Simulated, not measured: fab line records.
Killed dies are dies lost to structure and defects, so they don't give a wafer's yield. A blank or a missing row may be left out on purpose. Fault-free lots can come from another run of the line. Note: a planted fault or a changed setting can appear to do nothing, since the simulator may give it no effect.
fab line records | flow n5_finfet
record: lots: 11 wafers: 33 last_day: 18
route steps=1938 shown BEOL_M6@1236 PASSIVATION@1936
lots that met no fault: from a run of the same line without faults
start_h: the number of hours between the record's first day and the start of the first shown wafer of the lot | wait_h: hours from the lot's prior step to this one | " the same as in the row above | L1.1+2: one row covering several wafers at once | - value missing, or start not given | * or withheld: withheld | < > ~ a bound
route shown NAME@n: names a module that has steps shown in the file, with the first one's number in the route | usual: the fault-free wafers' mean and standard deviation | same: alike in all rows | chamber/n: place in a boat | sites: readings site by site | _std_site: the standard deviation of these | _edge_site: inner sites' mean taken away from outer sites' mean | radius_mm: how far each site lies from the wafer's centre | mask NAME#n: copy n | behind: tool/chamber where the wafer was last shaped | hold: the reason the lot was held/the length of the hold in hours/how it ended | device: whichever transistor did not switch (one of n, p or np) | end of line: the route-end tests of the same wafers | step lacking rows: just its recipe | killed: dies lost to structure and defects at the first sort, not the wafer's yield | map: a wafer's dies, marking killed ones x, the rest . and places with no die _
set.NAME: the setting as run; set.NAME@STEP: as run at that earlier step | model.NAME: the simulator's own value behind a step, which no gauge read
steps of the route over a sample of lots; a table a step, a row a wafer
services: from which hour (start_h, from the record's first day; less than 0 if before it) a tool's chamber was out of use, for how many hours, and why
== steps ==
step: N5_BEOL_M6_VIA_ETCH_34
recipe: chemistry: C4F6/O2 target: SiCOH_lowk target_depth_a: 1263 mask_material: SOC taper_deg: 4 time_s: 50.9 ion_energy_ev: 250 pressure_mtorr: 30 source_w: 345 bias_w: 185 Ar_flow_sccm: 300 C4F6_flow_sccm: 10 O2_flow_sccm: 10
usual: drypump_motor_current_A: 5.7/0.4 oes_ar_750_au: 0.81/0.073 oes_f_703_au: 0.81/0.073 oes_o_777_au: 0.81/0.071 oes_product_au: 0.81/0.083 rf_vpp_V: 659/19 showerhead_plenum_p_Torr: 2.82/0.082 throttle_valve_pct: 20.78/0.2
columns lot.wafer tool chamber start_h wait_h drypump_motor_current_A oes_ar_750_au oes_f_703_au oes_o_777_au oes_product_au rf_hours_counter_h rf_vpp_V showerhead_plenum_p_Torr throttle_valve_pct
L632.1 rie_diel-01 3 192.64 0.0 6.1 0.69 0.70 0.70 0.69 257 672 2.76 20.83
L632.4 " 2 " " 5.6 0.85 0.86 0.87 0.85 - 641 2.76 20.62
L632.6 " 3 " " 6.1 0.69 0.69 0.69 0.69 - 672 2.76 20.82
L634.3 rie_diel-06 2 205.33 0.0 5.8 0.87 0.89 0.87 0.86 73 660 2.88 20.76
L634.5 " 3 " " 5.1 0.83 0.82 0.85 0.85 - 641 2.77 20.85
L634.6 " 2 " " 5.8 0.86 0.89 0.87 0.86 - 662 2.88 20.77
L633.4 rie_diel-04 0 216.59 0.0 6.0 0.78 0.78 0.78 0.77 137 648 2.76 20.77
L633.5 " 2 " " 6.0 0.71 0.72 0.72 0.70 - 652 2.81 20.53
L633.6 " 1 " " 5.9 0.93 0.90 0.89 0.96 - 698 2.93 20.89
L635.1 rie_diel-04 0 223.63 0.0 6.0 0.78 0.78 0.78 0.76 140 647 2.76 20.76
L635.2 " 1 " " 5.8 0.92 0.89 0.88 0.96 5 696 2.93 20.90
L635.3 " 2 " " 6.0 0.71 0.72 0.73 0.70 205 654 2.81 20.55
L641.1 rie_diel-06 2 261.11 0.0 5.9 0.85 0.88 0.86 0.84 90 662 2.87 20.78
L641.2 " 3 " " 5.1 0.81 0.79 0.82 0.83 76 640 2.76 20.86
L641.5 " 0 " " 5.2 0.69 0.70 0.70 0.69 - 642 2.93 20.73
L643.3 rie_diel-06 1 264.94 0.0 6.3 0.88 0.93 0.93 0.86 52 639 2.98 20.66
L643.4 " 0 " " 5.2 0.70 0.69 0.70 0.69 234 643 2.93 20.75
L643.6 " 3 " " 5.1 0.81 0.80 0.82 0.83 - 641 2.76 20.86
L642.2 rie_diel-04 0 268.47 0.0 6.0 0.77 0.77 0.77 0.76 153 647 2.75 20.79
L642.4 " 1 " " 5.8 0.87 0.85 0.84 0.89 20 695 2.92 20.92
L642.6 " 1 " " 5.8 0.87 0.83 0.83 0.90 - 695 2.92 20.93
L650.2 rie_diel-04 2 311.48 0.0 6.0 0.69 0.70 0.71 0.67 235 652 2.79 20.59
L650.5 " 2 " " 6.0 0.69 0.70 0.71 0.67 - 652 2.79 20.60
L650.6 " 3 " " 5.1 0.78 0.77 0.77 0.78 - 643 2.75 21.07
L651.2 rie_diel-04 3 318.60 0.0 5.2 0.78 0.77 0.77 0.78 135 644 2.75 21.11
L651.4 " 1 " " 5.9 0.83 0.82 0.81 0.87 36 696 2.91 20.94
L651.5 " 3 " " 5.2 0.78 0.77 0.77 0.77 - 644 2.75 21.12
L654.1 rie_diel-04 0 338.33 0.0 6.0 0.75 0.75 0.75 0.75 174 648 2.74 20.83
L654.3 " 1 " " 5.9 0.83 0.80 0.81 0.87 42 695 2.91 20.96
L654.4 " 2 " " 6.0 0.69 0.70 0.70 0.67 244 653 2.79 20.59
L653.3 rie_diel-01 0 340.23 0.0 5.2 0.76 0.76 0.78 0.77 135 679 2.95 20.83
L653.5 " 0 " " 5.2 0.76 0.77 0.77 0.77 - 680 2.95 20.84
L653.6 " 1 " " 5.3 0.89 0.89 0.88 0.88 - 676 2.78 20.89
step: N5_BEOL_M6_CD_MEAS_35
recipe: target_cd_nm: 40 target_cd_y_nm: 28 polarity: opening
usual: cd_nm: 40.1/0.76
columns lot.wafer tool chamber start_h wait_h cd_nm
L632.1 cd_sem-02 - 193.04 0.0 41.0
L632.4 " - " " 40.8
L632.6 " - " " 38.9
L634.3 cd_sem-03 - 205.73 0.0 40.5
L634.5 " - " " 40.0
L634.6 " - " " 39.5
L633.4 cd_sem-03 - 217.00 0.0 40.0
L633.5 " - " " 40.1
L633.6 " - " " 39.5
L635.1 cd_sem-01 - 224.03 0.0 40.6
L635.2 " - " " 40.7
L635.3 " - " " 40.0
L641.1 cd_sem-03 - 261.52 0.0 40.7
L641.2 " - " " 40.0
L641.5 " - " " 40.8
L643.3 cd_sem-02 - 265.34 0.0 40.4
L643.4 " - " " 39.0
L643.6 " - " " 40.0
L642.2 cd_sem-03 - 268.89 0.0 39.0
L642.4 " - " " 39.7
L642.6 " - " " 39.7
L650.2 cd_sem-03 - 311.88 0.0 40.7
L650.5 " - " " 40.1
L650.6 " - " " 38.5
L651.2 cd_sem-01 - 319.01 0.0 38.5
L651.4 " - " " 39.0
L651.5 " - " " 41.2
L654.1 cd_sem-02 - 338.73 0.0 40.7
L654.3 " - " " 39.8
L654.4 " - " " 40.6
L653.3 cd_sem-02 - 340.65 0.0 41.4
L653.5 " - " " 40.6
L653.6 " - " " 39.6
step: N5_BEOL_M6_CURE_75
recipe: temp_c: 370 time_s: 120 ambient: DMADMS/He material: SiCOH_lowk
usual: lamp_power_pct: 52.31/0.057 run_length_s: 178.2/1.4 wafer_temp_C_max: 371.6/0.62
columns lot.wafer tool chamber start_h wait_h lamp_power_pct run_length_s wafer_temp_C_max
L632.1 uv_cure-03 1 193.32 0.3 52.38 177.1 370.7
L632.4 " 1 " " 52.17 176.9 370.8
L632.6 " 1 " " 52.33 176.9 371.3
L634.3 uv_cure-02 0 205.87 0.1 52.28 178.1 371.1
L634.5 " 0 " " 52.40 178.4 371.0
L634.6 " 0 " " 52.41 178.2 371.2
L633.4 uv_cure-03 2 217.18 0.2 52.25 177.7 370.9
L633.5 " 2 " " 52.22 178.2 371.4
L633.6 " 2 " " 52.39 177.9 371.6
L635.1 uv_cure-03 1 224.28 0.3 52.34 177.5 371.3
L635.2 " 1 " " 52.28 176.7 371.1
L635.3 " 1 " " 52.36 177.1 371.0
L641.1 uv_cure-02 2 261.56 0.0 - - -
L641.2 " 2 " " - - -
L641.5 " 2 " " - - -
L643.3 uv_cure-03 2 265.58 0.2 - - -
L643.4 " 2 " " - - -
L643.6 " 2 " " - - -
L642.2 uv_cure-02 1 268.98 0.1 - - -
L642.4 " 1 " " - - -
L642.6 " 1 " " - - -
L650.2 uv_cure-02 2 311.97 0.1 52.21 177.3 372.2
L650.5 " 2 " " 52.33 177.7 370.9
L650.6 " 2 " " 52.28 177.1 371.6
L651.2 uv_cure-03 0 319.10 0.1 52.27 177.7 372.6
L651.4 " 0 " " 52.21 178.1 371.7
L651.5 " 0 " " 52.34 177.9 372.0
L654.1 uv_cure-03 1 338.77 0.0 52.31 177.3 371.3
L654.3 " 1 " " 52.39 176.9 371.4
L654.4 " 1 " " 52.36 177.7 371.1
L653.3 uv_cure-03 0 340.79 0.1 52.38 177.8 372.4
L653.5 " 0 " " 52.18 178.3 371.4
L653.6 " 0 " " 52.29 177.5 371.8
step: N5_BEOL_M6_SURFACE_TREAT_79
recipe: gas: Ar time_s: * ion_energy_ev: * ion_current_ma_cm2: 0.5 pressure_mtorr: * ar_flow_sccm: 30
usual: throttle_valve_pct: *
columns lot.wafer tool chamber start_h wait_h throttle_valve_pct
L632.1 pvd_sputter-01 - 194.25 0.2 *
L632.4 " - " " *
L632.6 " - " " *
L634.3 pvd_sputter-02 - 207.39 0.3 *
L634.5 " - " " *
L634.6 " - " " *
L633.4 pvd_sputter-01 - 219.78 0.2 *
L633.5 " - " " *
L633.6 " - " " *
L635.1 pvd_sputter-02 - 226.78 0.2 *
L635.2 " - " " *
L635.3 " - " " *
L641.1 pvd_sputter-01 - 262.36 0.2 *
L641.2 " - " " *
L641.5 " - " " *
L643.3 pvd_sputter-02 - 266.78 0.2 *
L643.4 " - " " *
L643.6 " - " " *
L642.2 pvd_sputter-02 - 270.02 0.2 *
L642.4 " - " " *
L642.6 " - " " *
L650.2 pvd_sputter-03 - 312.75 0.2 *
L650.5 " - " " *
L650.6 " - " " *
L651.2 pvd_sputter-03 - 320.41 0.2 *
L651.4 " - " " *
L651.5 " - " " *
L654.1 pvd_sputter-01 - 339.74 0.2 *
L654.3 " - " " *
L654.4 " - " " *
L653.3 pvd_sputter-01 - 341.86 0.2 *
L653.5 " - " " *
L653.6 " - " " *
step: N5_PASSIVATION_PROBE_49
usual: defect_limited_yield: 91.1/1.4 killed_at_M0_to_M3: 34/9.7 killed_at_M4_up: 13/5.1 killed_at_contacts: 14/6.3 killed_at_front_end: 40/11 killed_at_other: 3.5/2.7 killed_dies: 105/16 killed_open: 70/12 killed_short: 34/7.8 sort_bin_4_leakage: 0.02/0.13 sort_bin_5_function: 5.2/0.88 sort_bin_6_memory: 3.3/0.7 sort_bin_8_speed: 0.1/0.62 sort_n_pass: 1074/17 sort_yield_pct: 91.0/1.5
same: gross_dies: 1180 killed_at_back_side: 0
columns lot.wafer tool chamber start_h wait_h defect_limited_yield[%] killed_at_M0_to_M3 killed_at_M4_up killed_at_contacts killed_at_front_end killed_at_other killed_dies killed_open killed_short sort_bin_4_leakage[%] sort_bin_5_function[%] sort_bin_6_memory[%] sort_bin_8_speed[%] sort_n_pass sort_yield_pct[%]
L642.2 prober-02 - 357.47 0.1 91.9 42 18 8 22 6 96 55 39 0 5.5 2.5 0 1084 91.9
L642.4 prober-02 - 357.57 0.2 92.2 21 12 18 37 4 92 68 23 0 5.0 2.7 0 1088 92.2
L642.6 prober-02 - 357.67 0.3 90.0 29 22 22 43 2 118 78 40 0 6.1 3.5 0 1062 90.0
killed by level:class
L642.2 BEOL_M0_SAQP:geometric_particle:short=7 BEOL_M1:geometric_particle:open=7 BEOL_M1:geometric_particle:short=7 BEOL_M4:geometric_particle:open=7 MOL_CONTACT_COAG:geometric_particle:open=6 BEOL_M2:geometric_particle:open=5 DUMMY_GATE:geometric_particle:open=4 BEOL_M0_SAQP:geometric_particle:open=4
L642.4 MOL_CONTACT_COAG:geometric_particle:open=15 BEOL_M1:geometric_particle:open=10 BEOL_M4:geometric_particle:open=9 STI_FIN_REVEAL:geometric_particle:open=8 DUMMY_GATE:geometric_particle:open=8 ILD0:geometric_particle:short=4 BEOL_M2:geometric_particle:open=4 FIN_SAQP:geometric_particle:open=3
L642.6 MOL_CONTACT_COAG:geometric_particle:open=20 BEOL_M4:geometric_particle:open=12 BEOL_M1:geometric_particle:open=10 BEOL_M0_SAQP:geometric_particle:open=7 FIN_SAQP:geometric_particle:short=6 DUMMY_GATE:geometric_particle:open=6 BEOL_M0_SAQP:geometric_particle:short=6 BEOL_M4:geometric_particle:short=5
== services ==
columns tool chamber start_h hours kind
pvd_sputter-01 - 172.98 11.1 repair
rie_diel-06 3 173.08 5.7 repair
rie_diel-04 3 185.80 9.3 repair
rie_diel-04 1 195.45 - clean
rie_diel-04 1 195.45 - consumable_replace:focus_ring
rie_diel-04 1 195.45 17.4 scheduled_down
rie_diel-04 1 195.45 17.4 vent_cycle
rie_diel-01 3 205.59 - clean
rie_diel-01 3 205.59 - consumable_replace:focus_ring
rie_diel-01 3 205.59 19.6 scheduled_down
rie_diel-01 3 205.59 19.6 vent_cycle
rie_diel-06 - 221.57 2.8 pm
uv_cure-03 - 224.65 0.2 repair
rie_diel-01 1 225.32 - clean
rie_diel-01 1 225.32 - consumable_replace:focus_ring
uv_cure-02 - 230.55 2.1 pm
rie_diel-06 - 256.88 0.1 repair
rie_diel-01 - 284.58 0.4 repair
rie_diel-06 0 311.12 - clean
rie_diel-06 0 311.12 - consumable_replace:esc
rie_diel-06 0 311.12 - consumable_replace:focus_ring
rie_diel-06 0 311.12 22.7 scheduled_down
rie_diel-06 0 311.12 22.7 vent_cycle
rie_diel-01 2 337.34 4.5 repair
== key ==
first_sign: step: N5_BEOL_M6_CURE_75 reading: tool_record direction: missing
effect none on later readings
met_at N5_BEOL_M6_CURE_75
struck_lots L641,L642,L643
not_acting_at N5_BEOL_M6_VIA_ETCH_34,N5_BEOL_M6_CD_MEAS_35,N5_BEOL_M6_SURFACE_TREAT_79
onset_between 224.28 261.56
fault: kind: skipped_step_whole tool: uv_cure-02,uv_cure-03 chamber: - onset_h: 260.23 steps: N5_BEOL_M6_CURE_75 scope: struck_lots_only
